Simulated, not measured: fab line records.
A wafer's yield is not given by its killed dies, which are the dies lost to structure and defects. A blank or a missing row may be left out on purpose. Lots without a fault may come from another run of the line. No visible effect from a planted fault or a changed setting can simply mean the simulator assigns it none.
Chamber matching || flow n5 finfet || rie diel-06 running N5_BEOL_M4_ETCH_63: 4 sister chambers
The step etches SiARC in CF4, target depth 15.6 nm, time 26 s. 4 wafers are shown with their chamber, then 10 later ones without.

== WAFERS, EACH WITH ITS CHAMBER ==
{"wafer": "L083.4", "chamber": 0, "showerhead plenum p Torr (Torr)": 2.12}
{"wafer": "L090.6", "chamber": 3, "showerhead plenum p Torr (Torr)": 2.16}
{"wafer": "L092.1", "chamber": 2, "showerhead plenum p Torr (Torr)": 2.14}
{"wafer": "L092.3", "chamber": 1, "showerhead plenum p Torr (Torr)": 2.20}

== WAFERS WITH NO CHAMBER GIVEN ==
{"wafer": "L092.4", "showerhead plenum p Torr (Torr)": 2.11}
{"wafer": "L093.2", "showerhead plenum p Torr (Torr)": 2.20}
{"wafer": "L093.4", "showerhead plenum p Torr (Torr)": 2.11}
{"wafer": "L093.5", "showerhead plenum p Torr (Torr)": 2.11}
{"wafer": "L094.1", "showerhead plenum p Torr (Torr)": 2.20}
{"wafer": "L094.2", "showerhead plenum p Torr (Torr)": 2.15}
{"wafer": "L094.3", "showerhead plenum p Torr (Torr)": 2.11}
{"wafer": "L097.1", "showerhead plenum p Torr (Torr)": 2.14}
{"wafer": "L097.3", "showerhead plenum p Torr (Torr)": 2.11}
{"wafer": "L097.5", "showerhead plenum p Torr (Torr)": 2.19}

== CHAMBER TAKEN BY EACH ==
{"wafer": "L092.4", "from the rows above": 0, "in truth": 0}
{"wafer": "L093.2", "from the rows above": 1, "in truth": 1}
{"wafer": "L093.4", "from the rows above": 0, "in truth": 0}
{"wafer": "L093.5", "from the rows above": 0, "in truth": 0}
{"wafer": "L094.1", "from the rows above": 1, "in truth": 1}
{"wafer": "L094.2", "from the rows above": "can't be placed: 2 or 3", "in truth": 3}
{"wafer": "L094.3", "from the rows above": 0, "in truth": 0}
{"wafer": "L097.1", "from the rows above": 2, "in truth": 2}
{"wafer": "L097.3", "from the rows above": 0, "in truth": 0}
{"wafer": "L097.5", "from the rows above": 1, "in truth": 1}
9 of 10 placed correctly. From these rows, 1 cannot be placed; in 1 the true chamber is one of the candidates. Wrongly placed: 0.
How it was worked out, from the rows above alone: a wafer's distance from a chamber is the root of the sum, over the readings, of the square of ((its reading less the chamber's mean) divided by the reading's scatter). If the next closest chamber is less than 2 further off than the closest, the wafer can't be placed; otherwise it belongs to the closest. The mean given for a chamber averages the wafers shown for that chamber. The scatter (one wafer shown for each chamber): square how far every hidden wafer sits from the nearest shown wafer, average those squares and take the square root.
